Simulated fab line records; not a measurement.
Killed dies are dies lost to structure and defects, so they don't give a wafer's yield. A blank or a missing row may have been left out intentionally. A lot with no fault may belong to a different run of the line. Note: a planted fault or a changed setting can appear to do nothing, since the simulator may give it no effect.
Matching of chambers || flow nand_harc || NHARC_A_CONTACT_ETCH_48 on rie_diel-04 has 4 sister chambers
The step etches the open film in CF4, target depth 39 nm, time 65 s. 20 wafers are shown with their chamber, then 10 later ones without.

## EACH WAFER AND ITS CHAMBER
{"wafer": "L074.1", "chamber": 2, "drypump_motor_current_A (A)": 6.4, "showerhead_plenum_p_Torr (Torr)": 1.71, "rf_vpp_V (V)": 151.3}
{"wafer": "L074.2", "chamber": 1, "drypump_motor_current_A (A)": 5.5, "showerhead_plenum_p_Torr (Torr)": 1.78, "rf_vpp_V (V)": 150.1}
{"wafer": "L074.6", "chamber": 3, "drypump_motor_current_A (A)": 5.0, "showerhead_plenum_p_Torr (Torr)": 1.66, "rf_vpp_V (V)": 149.2}
{"wafer": "L079.2", "chamber": 2, "drypump_motor_current_A (A)": 6.4, "showerhead_plenum_p_Torr (Torr)": 1.70, "rf_vpp_V (V)": 150.0}
{"wafer": "L079.4", "chamber": 0, "drypump_motor_current_A (A)": 6.0, "showerhead_plenum_p_Torr (Torr)": 1.85, "rf_vpp_V (V)": 152.7}
{"wafer": "L079.5", "chamber": 2, "drypump_motor_current_A (A)": 6.3, "showerhead_plenum_p_Torr (Torr)": 1.70, "rf_vpp_V (V)": 151.1}
{"wafer": "L080.1", "chamber": 3, "drypump_motor_current_A (A)": 5.0, "showerhead_plenum_p_Torr (Torr)": 1.66, "rf_vpp_V (V)": 150.4}
{"wafer": "L080.2", "chamber": 1, "drypump_motor_current_A (A)": 5.5, "showerhead_plenum_p_Torr (Torr)": 1.78, "rf_vpp_V (V)": 152.8}
{"wafer": "L080.6", "chamber": 0, "drypump_motor_current_A (A)": 6.0, "showerhead_plenum_p_Torr (Torr)": 1.85, "rf_vpp_V (V)": 151.4}
{"wafer": "L087.1", "chamber": 1, "drypump_motor_current_A (A)": 5.5, "showerhead_plenum_p_Torr (Torr)": 1.78, "rf_vpp_V (V)": 152.2}
{"wafer": "L087.2", "chamber": 2, "drypump_motor_current_A (A)": 6.4, "showerhead_plenum_p_Torr (Torr)": 1.70, "rf_vpp_V (V)": 149.9}
{"wafer": "L087.3", "chamber": 3, "drypump_motor_current_A (A)": 5.0, "showerhead_plenum_p_Torr (Torr)": 1.65, "rf_vpp_V (V)": 149.8}
{"wafer": "L085.2", "chamber": 1, "drypump_motor_current_A (A)": 5.5, "showerhead_plenum_p_Torr (Torr)": 1.78, "rf_vpp_V (V)": 150.9}
{"wafer": "L085.3", "chamber": 0, "drypump_motor_current_A (A)": 6.0, "showerhead_plenum_p_Torr (Torr)": 1.85, "rf_vpp_V (V)": 152.0}
{"wafer": "L085.6", "chamber": 2, "drypump_motor_current_A (A)": 6.3, "showerhead_plenum_p_Torr (Torr)": 1.70, "rf_vpp_V (V)": 150.1}
{"wafer": "L086.1", "chamber": 0, "drypump_motor_current_A (A)": 6.0, "showerhead_plenum_p_Torr (Torr)": 1.84, "rf_vpp_V (V)": 152.9}
{"wafer": "L086.3", "chamber": 1, "drypump_motor_current_A (A)": 5.5, "showerhead_plenum_p_Torr (Torr)": 1.78, "rf_vpp_V (V)": 151.0}
{"wafer": "L086.4", "chamber": 3, "drypump_motor_current_A (A)": 5.0, "showerhead_plenum_p_Torr (Torr)": 1.65, "rf_vpp_V (V)": 149.1}
{"wafer": "L091.2", "chamber": 3, "drypump_motor_current_A (A)": 5.0, "showerhead_plenum_p_Torr (Torr)": 1.65, "rf_vpp_V (V)": 149.6}
{"wafer": "L091.3", "chamber": 0, "drypump_motor_current_A (A)": 6.0, "showerhead_plenum_p_Torr (Torr)": 1.84, "rf_vpp_V (V)": 152.4}

SIGNATURES (averages over the wafers above)
{"reading": "drypump_motor_current_A", "chamber 0": 6.000, "chamber 1": 5.500, "chamber 2": 6.360, "chamber 3": 5.000, "scatter within a chamber": 0.0274}
{"reading": "showerhead_plenum_p_Torr", "chamber 0": 1.8460, "chamber 1": 1.7800, "chamber 2": 1.7020, "chamber 3": 1.6540, "scatter within a chamber": 0.00447}
{"reading": "rf_vpp_V", "chamber 0": 152.280, "chamber 1": 151.400, "chamber 2": 150.480, "chamber 3": 149.620, "scatter within a chamber": 0.749}
Rule: for each reading, subtract the chamber's mean from the wafer's reading, divide by that reading's scatter and square the result; add these up over the readings and take the root, which gives the wafer's distance from the chamber. If the next closest chamber is less than 2 further off than the closest, the wafer can't be placed; otherwise it belongs to the closest. The scatter: take each reading less its chamber's mean, square it, sum over the shown wafers, divide by the number of wafers less the number of chambers, and take the root.

## WAFERS MISSING THEIR CHAMBER
{"wafer": "L091.4", "drypump_motor_current_A (A)": 5.5, "showerhead_plenum_p_Torr (Torr)": 1.78, "rf_vpp_V (V)": 151.4}
{"wafer": "L088.2", "drypump_motor_current_A (A)": 5.5, "showerhead_plenum_p_Torr (Torr)": 1.78, "rf_vpp_V (V)": 151.9}
{"wafer": "L088.5", "drypump_motor_current_A (A)": 5.5, "showerhead_plenum_p_Torr (Torr)": 1.78, "rf_vpp_V (V)": 150.8}
{"wafer": "L088.6", "drypump_motor_current_A (A)": 5.0, "showerhead_plenum_p_Torr (Torr)": 1.65, "rf_vpp_V (V)": 149.2}
{"wafer": "L092.2", "drypump_motor_current_A (A)": 5.0, "showerhead_plenum_p_Torr (Torr)": 1.65, "rf_vpp_V (V)": 149.8}
{"wafer": "L092.4", "drypump_motor_current_A (A)": 6.4, "showerhead_plenum_p_Torr (Torr)": 1.70, "rf_vpp_V (V)": 151.6}
{"wafer": "L092.6", "drypump_motor_current_A (A)": 5.0, "showerhead_plenum_p_Torr (Torr)": 1.65, "rf_vpp_V (V)": 150.2}
{"wafer": "L094.1", "drypump_motor_current_A (A)": 5.5, "showerhead_plenum_p_Torr (Torr)": 1.77, "rf_vpp_V (V)": 151.9}
{"wafer": "L094.2", "drypump_motor_current_A (A)": 6.0, "showerhead_plenum_p_Torr (Torr)": 1.84, "rf_vpp_V (V)": 152.6}
{"wafer": "L094.3", "drypump_motor_current_A (A)": 6.4, "showerhead_plenum_p_Torr (Torr)": 1.70, "rf_vpp_V (V)": 150.2}

## WHICH CHAMBER EACH ONE RAN IN
{"wafer": "L091.4", "from the rows above": 1, "in truth": 1}
{"wafer": "L088.2", "from the rows above": 1, "in truth": 1}
{"wafer": "L088.5", "from the rows above": 1, "in truth": 1}
{"wafer": "L088.6", "from the rows above": 3, "in truth": 3}
{"wafer": "L092.2", "from the rows above": 3, "in truth": 3}
{"wafer": "L092.4", "from the rows above": 2, "in truth": 2}
{"wafer": "L092.6", "from the rows above": 3, "in truth": 3}
{"wafer": "L094.1", "from the rows above": 1, "in truth": 1}
{"wafer": "L094.2", "from the rows above": 0, "in truth": 0}
{"wafer": "L094.3", "from the rows above": 2, "in truth": 2}
Correctly placed: 10 of 10. Number that these rows cannot place: 0. 0 placed wrongly.
